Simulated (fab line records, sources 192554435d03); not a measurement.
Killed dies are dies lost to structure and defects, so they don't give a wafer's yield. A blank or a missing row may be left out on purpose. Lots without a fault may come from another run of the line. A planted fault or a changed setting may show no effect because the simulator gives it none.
fab line records | flow n5_finfet
record lots=8 wafers=21 last_day=16
route steps=1938 shown SPACER0@258 SDB@363 DUMMY_REMOVAL@377 BEOL_M4@1111 PASSIVATION@1936
lots that met no fault: from a run of the same line without faults
start_h: hours from the record's first day to the start of the lot's first wafer shown | wait_h: hours since the lot's step before | " the same as in the row above | L1.1+2: a row that stands for several wafers | - no value, or no start given | * or withheld: withheld | < > ~ a bound
route shown NAME@n: a module of which the file shows steps, and the number in the route of the first | usual: mean/standard deviation of fault-free wafers | same: alike in all rows | chamber/n: place in a boat | sites: the reading at each site | _std_site: their standard deviation | _edge_site: outer sites' mean less inner sites' | radius_mm: how far each site lies from the wafer's centre | mask NAME#n: copy n | behind: the tool/chamber that last shaped the wafer | hold: why the lot was held/for how many hours/how that ended | device: the transistor (n, p or np) that didn't switch | end of line: the same wafers' tests at the end of the route | a step without rows: its recipe alone | killed: dies lost to structure and defects at the first sort, not the wafer's yield | map: a wafer's dies, x killed, . not, _ none there
set.NAME: the setting as run; set.NAME@STEP: as run at that earlier step | model.NAME: the simulator's own value behind a step, which no gauge read
steps of the route over a sample of lots; a table a step, a row a wafer
services: from which hour (start_h, from the record's first day; less than 0 if before it) a tool's chamber was out of use, for how many hours, and why
## steps
# step N5_SPACER0_ALD_07
# recipe material=SiNx target_thk_a=20 temp_c=400 ald_precursor_family=SiH2I2 ald_co_reactant=N2/H2-plasma pressure_torr=2
# usual heater_power_w=856/64
# columns lot.wafer tool chamber start_h wait_h heater_power_w
L421.1 ald_sin-01 3 90.76 0.6 895
L421.2 " 2 " " 876
L421.5 " 2 " " 863
L425.1 ald_sin-01 0 116.10 0.0 726
L425.4 " 1 " " 925
L425.5 " 1 " " 926
L426.5 ald_sin-01 3 120.25 0.1 912
L426.6 " 0 " " 750
L427.1 ald_sin-01 2 127.33 0.0 866
L427.4 " 3 " " 901
L427.5 " 2 " " 861
L428.2 ald_sin-01 2 132.13 0.5 864
L428.4 " 3 " " 911
L428.6 " 3 " " 886
L429.2 ald_sin-02 1 136.72 0.1 795
L429.4 " 2 " " 876
L429.6 " 3 " " 754
L430.5 ald_sin-01 0 143.66 0.1 758
L430.6 " 3 " " 921
L432.4 ald_sin-01 2 156.02 0.0 854
L432.5 " 1 " " 945
# step N5_SDB_STRIP_21
# recipe chemistry=CF4 resist=SiARC power_w=300 bias_power_w=75 pressure_mtorr=50 cf4_flow_sccm=150 rf_frequency_hz=6e+07
# usual drypump_motor_current_A=5.7/0.33 oes_product_au=0.79/0.077 rf_vpp_V=271.3/1.3 showerhead_plenum_p_Torr=1.81/0.051 throttle_valve_pct=13.52/0.29
# columns lot.wafer tool chamber start_h wait_h drypump_motor_current_A oes_product_au rf_hours_counter_h rf_vpp_V showerhead_plenum_p_Torr throttle_valve_pct
L421.1 rie_diel-04 2 109.87 0.0 5.5 0.71 172 272.3 1.86 13.41
L421.2 " 1 " " 5.4 0.71 190 270.5 1.79 13.55
L421.5 " 2 " " 5.5 0.72 - 272.3 1.86 13.40
L425.1 rie_diel-06 1 133.43 0.0 5.9 0.68 233 274.7 1.85 13.91
L425.4 " 2 " " 5.6 0.83 68 272.2 1.83 13.71
L425.5 " 2 " " 5.6 0.83 - 272.1 1.83 13.70
L426.5 rie_diel-01 0 137.95 0.0 5.1 0.88 - 272.3 1.85 13.43
L426.6 " 3 " " 5.5 0.85 - 271.7 1.82 13.57
L427.1 rie_diel-01 1 144.66 0.0 5.6 0.74 184 271.1 1.87 13.95
L427.4 " 0 " " 5.1 0.88 23 270.9 1.85 13.44
L427.5 " 2 " " 5.9 0.69 - 270.0 1.70 14.07
L428.2 rie_diel-04 0 149.13 0.0 6.2 0.87 32 271.2 1.83 13.19
L428.4 " 3 " " 6.1 0.79 70 271.0 1.72 13.24
L428.6 " 0 " " 6.2 0.87 - 271.7 1.83 13.21
L429.2 rie_diel-04 3 154.48 0.0 6.1 0.80 72 270.6 1.72 13.25
L429.4 " 2 " " 5.5 0.70 187 271.9 1.86 13.44
L429.6 " 1 " " 5.4 0.70 - 270.2 1.79 13.60
L430.5 rie_diel-04 3 161.19 0.0 6.2 0.79 - 270.4 1.71 13.25
L430.6 " 0 " " 6.2 0.86 - 272.4 1.83 13.22
L432.4 rie_diel-01 2 173.52 0.0 5.9 0.68 241 269.6 1.70 14.09
L432.5 " 3 " " 5.5 0.83 - 271.8 1.82 13.62
# step N5_SDB_CMP_30
# recipe stop_on=poly-Si t_overpolish_s=1.54 post_cmp_clean=alkaline_brush down_force_psi=4.1491 platen_rpm=51.796 pad_velocity_m_s=1.0306 target_thk_nm=30
# usual motor_current_A=13.1/1.4 overpolish_run_s=1.541/0.0085 platen_rpm=51.80/0.037 retaining_ring_pressure_frac=1.000/0.0048 time_to_endpoint_s=16.8/2.3
# columns lot.wafer tool chamber start_h wait_h motor_current_A overpolish_run_s platen_rpm retaining_ring_pressure_frac time_to_endpoint_s
L421.1 cmp-04 2 113.49 1.4 15.6 1.530 51.75 0.995 17.1
L421.2 " 0 " " 11.1 1.543 51.82 1.002 15.2
L421.5 " 2 " " 15.4 1.541 51.77 0.998 14.0
L425.4 cmp-02 2 136.83 1.5 14.3 1.555 51.81 1.002 22.9
L425.1 " 3 " " 12.7 1.542 51.82 1.002 18.7
L425.5 " 1 " " 12.9 1.546 51.84 0.998 23.2
L426.6 cmp-04 3 141.71 0.2 13.7 1.552 51.77 1.000 14.4
L426.5 " 0 " " 11.1 1.551 51.79 0.995 16.1
L427.1 cmp-01 0 147.98 1.4 11.8 1.541 51.82 1.005 12.1
L427.4 " 1 " " 12.4 1.532 51.81 1.003 16.1
L427.5 " 1 " " 12.6 1.544 51.80 0.995 15.4
L428.4 cmp-04 2 152.46 1.4 16.4 1.544 51.90 0.998 17.0
L428.2 " 3 " " 13.6 1.525 51.82 0.993 15.7
L428.6 " 2 " " 14.8 1.537 51.85 1.001 18.8
L429.2 cmp-04 3 158.54 1.4 13.3 1.534 51.83 1.001 14.6
L429.4 " 1 " " 12.5 1.529 51.83 1.004 17.1
L429.6 " 2 " " 15.0 1.542 51.77 0.998 17.6
L430.6 cmp-04 0 164.67 0.2 11.1 1.527 51.78 1.002 17.3
L430.5 " 1 " " 12.5 1.548 51.83 1.003 16.4
L432.4 cmp-04 3 177.00 1.4 14.3 1.537 51.83 1.002 14.6
L432.5 " 2 " " 15.1 1.539 51.86 1.011 19.1
# step N5_DUMMY_REMOVAL_HM_STRIP_01
# recipe chemistry=CH3F/O2 material=SiNx target_depth_a=40 stop_on=poly-Si time_s=6.8 over_etch_frac=0.3 ion_energy_ev=60 power_w=410 bias_w=29 Ar_flow_sccm=150 CH3F_flow_sccm=30 O2_flow_sccm=20
# usual drypump_motor_current_A=5.8/0.51 oes_product_au=0.65/0.051 rf_vpp_V=127.4/0.86 showerhead_plenum_p_Torr=2.00/0.041 throttle_valve_pct=16.22/0.21
# columns lot.wafer tool chamber start_h wait_h drypump_motor_current_A oes_product_au rf_hours_counter_h rf_vpp_V showerhead_plenum_p_Torr throttle_valve_pct
L421.1 rie_diel-02 0 113.81 0.0 5.4 0.74 28 127.4 1.97 15.82
L421.2 " 2 " " 6.5 0.60 144 127.4 2.00 16.45
L421.5 " 2 " " 6.5 0.60 - 127.0 2.00 16.46
L425.1 rie_diel-05 2 137.11 0.0 5.9 0.68 82 127.0 2.02 16.05
L425.4 " 0 " " 5.8 0.59 - 127.3 1.98 16.35
L425.5 " 1 " " 5.7 0.61 - 127.6 2.06 16.08
L426.5 rie_diel-03 3 142.09 0.2 6.6 0.67 - 127.8 2.01 15.98
L426.6 " 0 " " 5.3 0.69 - 126.1 1.95 16.22
L427.1 rie_diel-02 1 148.44 0.1 5.7 0.67 82 126.1 1.94 16.19
L427.4 " 3 " " 5.4 0.61 152 128.2 1.97 16.39
L427.5 " 3 " " 5.4 0.61 - 128.8 1.97 16.40
L428.2 rie_diel-05 2 153.04 0.3 5.8 0.67 90 127.5 2.02 16.06
L428.4 " 0 " " 5.8 0.40 217 127.1 1.98 16.35
L428.6 " 3 " " 6.4 0.67 - 126.7 1.96 16.49
L429.2 rie_diel-03 1 158.91 0.1 4.7 0.75 10 127.9 2.04 16.05
L429.4 " 3 " " 6.6 0.66 81 126.9 2.01 16.00
L429.6 " 2 " " 5.7 0.57 - 127.5 2.06 16.40
L430.5 rie_diel-05 1 164.89 0.0 5.6 0.41 - 128.0 2.06 16.07
L430.6 " 0 " " 5.8 0.59 - 126.3 1.98 16.37
L432.4 rie_diel-05 3 177.31 0.0 6.4 0.47 82 126.3 1.96 16.51
L432.5 " 3 " " 6.4 0.47 - 126.6 1.96 16.48
# step N5_DUMMY_REMOVAL_STRIP_10
# recipe chemistry=N2/H2 time_s=40 power_w=100 temp_c=40 pressure_mtorr=100 rf_frequency_hz=6e+07 bias_power_w=3 n2_flow_sccm=300 h2_flow_sccm=300
# usual drypump_motor_current_A=5.8/0.51 oes_product_au=0.80/0.065 rf_vpp_V=45.4/0.87 showerhead_plenum_p_Torr=3.38/0.069 throttle_valve_pct=12.14/0.24
# columns lot.wafer tool chamber start_h wait_h drypump_motor_current_A oes_product_au rf_hours_counter_h rf_vpp_V showerhead_plenum_p_Torr throttle_valve_pct
L421.1 rie_diel-02 0 113.84 0.0 5.4 0.91 28 45.8 3.34 11.74
L421.2 " 2 " " 6.4 0.74 144 46.4 3.36 12.28
L421.5 " 2 " " 6.4 0.73 - 45.8 3.36 12.30
L425.1 rie_diel-05 2 137.14 0.0 5.9 0.83 82 45.9 3.39 11.85
L425.4 " 0 " " 5.8 0.74 - 46.6 3.34 12.37
L425.5 " 1 " " 5.7 0.76 - 45.4 3.48 11.98
L426.5 rie_diel-03 3 142.14 0.0 6.6 0.83 - 45.0 3.42 12.01
L426.6 " 0 " " 5.4 0.85 - 45.2 3.29 12.04
L427.1 rie_diel-02 1 148.48 0.0 5.7 0.81 82 46.0 3.27 12.12
L427.4 " 3 " " 5.4 0.77 152 45.5 3.41 12.55
L427.5 " 3 " " 5.4 0.76 - 45.4 3.41 12.55
L428.2 rie_diel-05 2 153.08 0.0 5.9 0.83 90 44.5 3.38 11.89
L428.4 " 0 " " 5.9 0.72 217 44.5 3.33 12.40
L428.6 " 3 " " 6.4 0.84 - 43.9 3.30 12.39
L429.2 rie_diel-03 1 158.95 0.0 4.8 0.92 10 46.1 3.46 11.94
L429.4 " 3 " " 6.6 0.83 81 45.3 3.41 12.02
L429.6 " 2 " " 5.7 0.70 - 44.8 3.46 12.34
L430.5 rie_diel-05 1 164.94 0.0 5.6 0.76 - 47.3 3.47 12.01
L430.6 " 0 " " 5.8 0.72 - 45.0 3.33 12.41
L432.4 rie_diel-05 3 177.35 0.0 6.4 0.84 82 44.5 3.30 12.40
L432.5 " 3 " " 6.4 0.84 - 46.1 3.30 12.40
# step N5_BEOL_M4_RC_MEAS_101
# usual DIBL_N=36.0/2.2 DIBL_P=35.9/2.6 IOFF_N=0.16/0.038 IOFF_N_85C=3.1/0.63 IOFF_N_LIN=0.073/0.014 IOFF_P=0.21/0.042 IOFF_P_85C=3.6/0.6 IOFF_P_LIN=0.098/0.015 ION_N=675/15 ION_P=463/10 REXT_N=75.4/2.1 REXT_P=100.3/1.9 SS_N=71.5/0.62 SS_P=73.2/0.76 VT_N=250/4.1 VT_N_LVT=99/3.8 VT_P=-251/3.6 VT_P_LVT=-99/3.4
# columns lot.wafer tool chamber start_h wait_h DIBL_N[mV/V] DIBL_P[mV/V] IOFF_N[nA/um] IOFF_N_85C[nA/um] IOFF_N_LIN[nA/um] IOFF_P[nA/um] IOFF_P_85C[nA/um] IOFF_P_LIN[nA/um] ION_N[uA/um] ION_P[uA/um] REXT_N[ohm.um] REXT_P[ohm.um] SS_N[mV/dec] SS_P[mV/dec] VT_N[mV] VT_N_LVT[mV] VT_P[mV] VT_P_LVT[mV]
L421.1 prober-01 0 214.28 0.0 36.5 35.6 0.15 2.9 0.070 0.20 3.5 0.096 672 462 71.5 98.4 71.5 73.3 249 98 -249 -99
L421.2 " 0 " " 34.2 34.0 0.13 2.6 0.066 0.19 3.3 0.093 682 473 73.5 98.2 70.9 72.4 253 100 -250 -100
L421.5 " 0 " " 35.0 34.3 0.13 2.7 0.064 0.19 3.4 0.092 673 465 71.9 99.4 70.7 72.6 251 100 -249 -100
L425.1 prober-01 0 230.50 0.0 38.5 36.9 0.16 3.2 0.078 0.26 4.3 0.119 684 475 75.2 102.2 71.2 73.7 248 97 -247 -94
L425.4 " 0 " " 32.9 30.5 0.09 1.9 0.046 0.17 2.9 0.084 639 447 75.3 101.4 70.3 72.9 257 108 -250 -100
L425.5 " 0 " " 37.7 36.0 0.16 3.1 0.075 0.25 4.1 0.114 674 474 74.8 100.5 71.4 73.6 248 98 -245 -95
L428.2 prober-02 0 247.47 0.2 36.8 35.6 0.16 3.1 0.074 0.23 4.0 0.108 677 467 78.0 100.0 70.6 73.3 249 99 -247 -96
L428.4 " 0 " " 44.5 43.1 0.34 5.9 0.133 0.52 7.7 0.207 719 506 68.4 87.6 73.3 75.0 236 88 -234 -82
L428.6 " 0 " " 36.8 36.4 0.16 3.1 0.074 0.24 4.1 0.110 685 473 78.9 100.3 71.2 72.4 250 99 -253 -96
L426.5 prober-01 0 247.91 0.6 34.9 34.8 0.14 2.8 0.068 0.18 3.2 0.089 681 466 72.6 97.7 71.4 72.5 250 98 -250 -98
L426.6 " 0 " " 35.5 36.6 0.15 3.0 0.074 0.20 3.5 0.096 666 456 74.4 99.0 71.6 73.4 246 96 -254 -96
L427.1 prober-02 0 253.67 0.0 35.7 35.0 0.15 2.9 0.071 0.19 3.4 0.095 671 464 76.3 99.5 70.9 72.2 248 97 -250 -99
L427.4 " 0 " " 32.8 31.4 0.11 2.2 0.056 0.15 2.7 0.081 670 458 76.4 99.6 70.7 72.1 253 102 -254 -102
L427.5 " 0 " " 36.7 34.6 0.16 3.1 0.072 0.19 3.3 0.093 669 457 75.6 100.1 71.8 72.8 249 97 -250 -100
L430.5 prober-01 0 262.71 0.6 44.6 45.1 0.40 7.0 0.160 0.53 8.1 0.218 740 511 66.2 88.4 72.7 75.0 234 81 -234 -80
L430.6 " 0 " " 34.2 34.9 0.15 3.0 0.072 0.19 3.4 0.097 694 480 72.4 97.7 71.1 72.6 249 94 -250 -96
L432.4 prober-02 0 264.40 0.5 45.7 43.7 0.35 6.1 0.144 0.49 7.4 0.204 740 508 64.8 88.8 72.9 74.6 234 84 -238 -84
L432.5 " 0 " " 44.7 42.7 0.32 5.7 0.134 0.46 7.1 0.196 735 510 64.9 87.9 72.4 74.6 237 85 -236 -84
L429.2 prober-01 0 264.52 0.2 35.9 34.9 0.14 2.8 0.068 0.17 3.1 0.084 670 458 72.2 99.8 71.9 73.3 253 100 -257 -102
L429.4 " 0 " " 34.5 34.9 0.14 2.6 0.065 0.17 3.1 0.084 656 452 72.3 102.9 71.3 74.0 248 99 -256 -102
L429.6 " 0 " " 33.3 32.4 0.10 2.1 0.051 0.15 2.7 0.073 632 438 72.7 101.1 71.4 73.3 254 105 -259 -105
# step N5_PASSIVATION_PROBE_49
# usual defect_limited_yield=91.4/1.6 killed_at_M0_to_M3=35/10 killed_at_M4_up=12/4.7 killed_at_contacts=12/5.8 killed_at_front_end=38/12 killed_at_other=4/3.2 killed_dies=102/18 killed_on_rim=13/4.2 killed_open=68/14 killed_short=32/8 sort_bin_4_leakage=0.00/0.043 sort_bin_5_function=5.1/0.96 sort_bin_6_memory=3.2/0.77 sort_bin_8_speed=0.1/0.39 sort_n_pass=1078/20 sort_yield_pct=91.3/1.7
# same gross_dies=1180 killed_at_back_side=0
# columns lot.wafer tool chamber start_h wait_h defect_limited_yield[%] killed_at_M0_to_M3 killed_at_M4_up killed_at_contacts killed_at_front_end killed_at_other killed_dies killed_on_rim killed_open killed_short sort_bin_4_leakage[%] sort_bin_5_function[%] sort_bin_6_memory[%] sort_bin_8_speed[%] sort_n_pass sort_yield_pct[%]
L421.1 prober-01 - 327.58 0.0 91.6 43 15 12 26 3 99 13 70 29 0 4.8 3.2 0 1081 91.6
L421.2 prober-01 - 327.63 0.1 91.4 51 10 8 28 5 102 13 65 31 0 4.8 3.1 0 1078 91.4
L421.5 prober-01 - 327.78 0.2 93.1 37 15 5 20 5 82 13 63 19 0 4.3 2.5 0 1098 93.1
L425.1 prober-01 - 337.37 0.0 91.1 50 10 11 34 0 105 14 67 37 0 5.8 2.8 0 1075 91.1
L425.4 prober-01 - 337.52 0.2 87.5 58 10 11 68 1 148 18 93 50 0 7.8 3.8 3.6 990 83.9
L425.5 prober-01 - 337.57 0.2 88.0 59 13 24 46 0 142 25 95 46 0 6.9 4.7 0 1038 88.0
L428.2 prober-02 - 359.63 1.0 92.9 26 10 10 38 0 84 13 56 28 0 4.9 1.9 0 1096 92.9
L428.4 prober-02 - 359.73 1.1 89.4 33 18 25 45 4 125 21 91 34 7.29 5.4 4.7 0 969 82.1
L428.6 prober-02 - 359.83 1.2 89.7 44 12 13 52 1 122 16 78 44 0 5.5 4.4 0 1058 89.7
L427.1 prober-01 - 359.75 0.5 92.1 29 14 12 36 2 93 20 69 24 0 4.9 2.4 0 1087 92.1
L427.4 prober-01 - 359.90 0.6 92.7 27 9 15 30 5 86 11 53 32 0 5.3 1.9 0 1094 92.7
L427.5 prober-01 - 359.95 0.7 91.8 29 13 12 40 3 97 15 69 25 0 4.7 3.3 0 1083 91.8
L430.5 prober-02 - 370.46 0.2 90.6 41 10 11 45 4 111 14 71 40 16.53 5.4 3.9 0 874 74.1
L430.6 prober-02 - 370.51 0.3 90.3 34 10 18 52 0 114 17 77 37 0 5.5 4.2 0 1066 90.3
L432.4 prober-01 - 371.14 0.2 93.1 31 16 15 15 5 82 9 63 17 10.25 4.9 2.0 0 977 82.8
L432.5 prober-01 - 371.19 0.2 91.3 28 21 18 31 5 103 18 75 28 3.31 4.9 3.4 0 1038 88.0
# killed by level:class
L421.1 BEOL_M0_SAQP:geometric_particle:open=14 BEOL_M3:geometric_particle:open=14 STI_FIN_REVEAL:geometric_particle:open=8 MOL_CONTACT_COAG:geometric_particle:open=8 BEOL_M0_SAQP:geometric_particle:short=7 GATE_CUT:geometric_particle:short=5 BEOL_M4:geometric_particle:open=5 MOL_CONTACT_COAG:geometric_particle:short=4
L421.2 BEOL_M0_SAQP:geometric_particle:open=12 BEOL_M3:geometric_particle:open=11 BEOL_M0_SAQP:geometric_particle:short=10 MOL_CONTACT_COAG:geometric_particle:open=8 BEOL_M2:geometric_particle:open=8 BEOL_M1:geometric_particle:open=7 HKMG_FIN:area_etch=6 FIN_SAQP:geometric_particle:short=5
L421.5 BEOL_M3:geometric_particle:open=13 BEOL_M4:geometric_particle:open=11 BEOL_M0_SAQP:geometric_particle:open=10 BEOL_M1:geometric_particle:open=7 DUMMY_GATE:geometric_particle:open=4 MOL_CONTACT_COAG:geometric_particle:open=4 FIN_SAQP:geometric_particle:short=3 STI_FIN_REVEAL:geometric_particle:open=3
L425.1 BEOL_M2:geometric_particle:open=13 BEOL_M0_SAQP:geometric_particle:short=10 MOL_CONTACT_COAG:geometric_particle:open=10 BEOL_M0_SAQP:geometric_particle:open=9 FIN_SAQP:geometric_particle:short=8 STI_FIN_REVEAL:geometric_particle:open=8 BEOL_M3:geometric_particle:open=6 BEOL_M2:geometric_particle:short=5
L425.4 FIN_SAQP:geometric_particle:open=20 FIN_SAQP:geometric_particle:short=19 BEOL_M0_SAQP:geometric_particle:short=16 BEOL_M3:geometric_particle:open=12 BEOL_M0_SAQP:geometric_particle:open=11 BEOL_M2:geometric_particle:open=11 STI_FIN_REVEAL:geometric_particle:open=10 MOL_CONTACT_COAG:geometric_particle:open=10
L425.5 MOL_CONTACT_COAG:geometric_particle:open=21 BEOL_M0_SAQP:geometric_particle:short=15 BEOL_M3:geometric_particle:open=15 FIN_SAQP:geometric_particle:open=10 BEOL_M0_SAQP:geometric_particle:open=9 BEOL_M2:geometric_particle:open=9 FIN_SAQP:geometric_particle:short=8 STI_FIN_REVEAL:geometric_particle:open=8
L428.2 STI_FIN_REVEAL:geometric_particle:open=10 MOL_CONTACT_COAG:geometric_particle:open=9 BEOL_M0_SAQP:geometric_particle:short=9 FIN_SAQP:geometric_particle:open=8 GATE_CUT:geometric_particle:short=5 GATE_CUT:geometric_particle:open=5 BEOL_M0_SAQP:geometric_particle:open=5 BEOL_M4:geometric_particle:short=4
L428.4 MOL_CONTACT_COAG:geometric_particle:open=21 FIN_SAQP:geometric_particle:open=14 BEOL_M2:geometric_particle:open=13 STI_FIN_REVEAL:geometric_particle:open=8 FIN_SAQP:geometric_particle:short=7 BEOL_M4:geometric_particle:open=6 BEOL_M1:geometric_particle:open=5 MOL_CONTACT_COAG:geometric_particle:short=4
L427.1 BEOL_M0_SAQP:geometric_particle:open=10 GATE_CUT:geometric_particle:open=9 MOL_CONTACT_COAG:geometric_particle:open=9 FIN_SAQP:geometric_particle:open=7 BEOL_M0_SAQP:geometric_particle:short=6 BEOL_M2:geometric_particle:open=6 DUMMY_GATE:geometric_particle:open=5 BEOL_M4:geometric_particle:open=5
L428.6 FIN_SAQP:geometric_particle:open=16 BEOL_M0_SAQP:geometric_particle:short=16 MOL_CONTACT_COAG:geometric_particle:open=10 FIN_SAQP:geometric_particle:short=9 BEOL_M3:geometric_particle:open=9 BEOL_M1:geometric_particle:open=8 BEOL_M2:geometric_particle:open=7 DUMMY_GATE:geometric_particle:open=6
L427.4 STI_FIN_REVEAL:geometric_particle:open=12 BEOL_M0_SAQP:geometric_particle:short=12 MOL_CONTACT_COAG:geometric_particle:open=11 BEOL_M0_SAQP:geometric_particle:open=8 GATE_CUT:geometric_particle:short=4 MOL_CONTACT_COAG:geometric_particle:short=4 PASS1_CAP:geometric_particle:open=4 GATE_CUT:geometric_particle:open=3
L427.5 STI_FIN_REVEAL:geometric_particle:open=8 MOL_CONTACT_COAG:geometric_particle:open=8 BEOL_M0_SAQP:geometric_particle:open=8 BEOL_M1:geometric_particle:open=7 BEOL_M7:geometric_particle:open=7 FIN_SAQP:geometric_particle:short=6 BEOL_M2:geometric_particle:open=6 DUMMY_GATE:geometric_particle:open=5
L430.5 BEOL_M3:geometric_particle:open=19 FIN_SAQP:geometric_particle:open=16 FIN_SAQP:geometric_particle:short=10 BEOL_M0_SAQP:geometric_particle:short=10 MOL_CONTACT_COAG:geometric_particle:open=9 DUMMY_GATE:geometric_particle:open=6 BEOL_M1:geometric_particle:short=4 BEOL_M5:geometric_particle:open=3
L430.6 FIN_SAQP:geometric_particle:open=17 MOL_CONTACT_COAG:geometric_particle:open=15 BEOL_M0_SAQP:geometric_particle:short=14 STI_FIN_REVEAL:geometric_particle:open=12 BEOL_M0_SAQP:geometric_particle:open=8 BEOL_M4:geometric_particle:open=6 FIN_SAQP:geometric_particle:short=4 GATE_CUT:geometric_particle:short=4
L432.4 MOL_CONTACT_COAG:geometric_particle:open=11 BEOL_M3:geometric_particle:open=10 BEOL_M0_SAQP:geometric_particle:open=7 BEOL_M2:geometric_particle:open=6 BEOL_M8:geometric_particle:open=5 GATE_CUT:geometric_particle:open=3 MOL_CONTACT_COAG:geometric_particle:short=3 BEOL_M3:geometric_particle:short=3
L432.5 MOL_CONTACT_COAG:geometric_particle:open=18 BEOL_M0_SAQP:geometric_particle:open=11 STI_FIN_REVEAL:geometric_particle:open=11 BEOL_M0_SAQP:geometric_particle:short=6 BEOL_M3:geometric_particle:open=6 BEOL_M4:geometric_particle:open=6 FIN_SAQP:geometric_particle:open=4 FIN_SAQP:geometric_particle:short=4
## services
# columns tool chamber start_h hours kind
rie_diel-06 3 73.33 7.0 repair
cmp-02 - 78.72 1.7 repair
cmp-02 - 86.74 0.5 repair
rie_diel-02 - 89.59 0.7 repair
rie_diel-02 2 95.78 4.7 repair
rie_diel-02 3 97.68 4.5 repair
rie_diel-04 0 102.22 2.3 repair
cmp-01 - 108.99 8.1 pm
rie_diel-02 3 119.31 7.9 repair
rie_diel-05 - 122.19 0.2 repair
rie_diel-05 3 129.67 16.7 repair
cmp-02 - 131.75 0.2 repair
cmp-02 - 133.37 1.2 repair
ald_sin-01 1 144.50 5.2 repair
cmp-02 - 145.92 3.0 repair
ald_sin-02 0 151.84 12.4 repair
cmp-01 - 154.57 0.4 repair
rie_diel-06 0 155.65 13.1 repair
rie_diel-05 - 159.80 1.1 repair
cmp-02 - 161.59 4.0 pm
rie_diel-01 1 173.91 5.0 repair
cmp-02 - 174.42 6.1 pm
ald_sin-01 - 177.18 14.0 pm
ald_sin-01 0 177.18 14.0 vent_cycle
## key
first_sign step=N5_DUMMY_REMOVAL_HM_STRIP_01 reading=oes_product_au direction=down sigmas=4.1 usual=0.65 struck=0.44
effect step=N5_BEOL_M4_RC_MEAS_101 reading=IOFF_P_LIN direction=up sigmas=7 usual=0.098 struck=0.206
effect step=N5_BEOL_M4_RC_MEAS_101 reading=IOFF_P direction=up sigmas=7 usual=0.21 struck=0.50
effect step=N5_BEOL_M4_RC_MEAS_101 reading=IOFF_P_85C direction=up sigmas=6.6 usual=3.6 struck=7.6
effect step=N5_BEOL_M4_RC_MEAS_101 reading=REXT_P direction=down sigmas=6.3 usual=100.3 struck=88.2
effect step=N5_BEOL_M4_RC_MEAS_101 reading=IOFF_N direction=up sigmas=5.3 usual=0.16 struck=0.35
effect step=N5_BEOL_M4_RC_MEAS_101 reading=IOFF_N_85C direction=up sigmas=4.9 usual=3.1 struck=6.2
effect step=N5_BEOL_M4_RC_MEAS_101 reading=VT_P_LVT direction=up sigmas=4.9 usual=-99 struck=-83
effect step=N5_BEOL_M4_RC_MEAS_101 reading=IOFF_N_LIN direction=up sigmas=4.8 usual=0.073 struck=0.143
effect step=N5_BEOL_M4_RC_MEAS_101 reading=ION_P direction=up sigmas=4.6 usual=463 struck=509
effect step=N5_BEOL_M4_RC_MEAS_101 reading=REXT_N direction=down sigmas=4.4 usual=75.4 struck=66.1
effect step=N5_BEOL_M4_RC_MEAS_101 reading=VT_P direction=up sigmas=4.3 usual=-251 struck=-236
effect step=N5_BEOL_M4_RC_MEAS_101 reading=DIBL_N direction=up sigmas=4 usual=36.0 struck=44.9
effect step=N5_PASSIVATION_PROBE_49 reading=sort_bin_4_leakage direction=up sigmas=99+ usual=0.00 struck=9.34
met_at N5_SPACER0_ALD_07
struck_lots L428,L430,L432
struck_wafers L428.4,L430.5,L432.4,L432.5
not_acting_at N5_SDB_STRIP_21,N5_SDB_CMP_30,N5_DUMMY_REMOVAL_STRIP_10
onset_between 127.33 132.13
fault kind=process_parameter_drift tool=ald_sin-01 chamber=- onset_h=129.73 steps=N5_SPACER0_ALD_07 channel=target_thk_a offset=* shape=step end_h=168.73 scope=struck_wafers_only acts_in=* stated=*
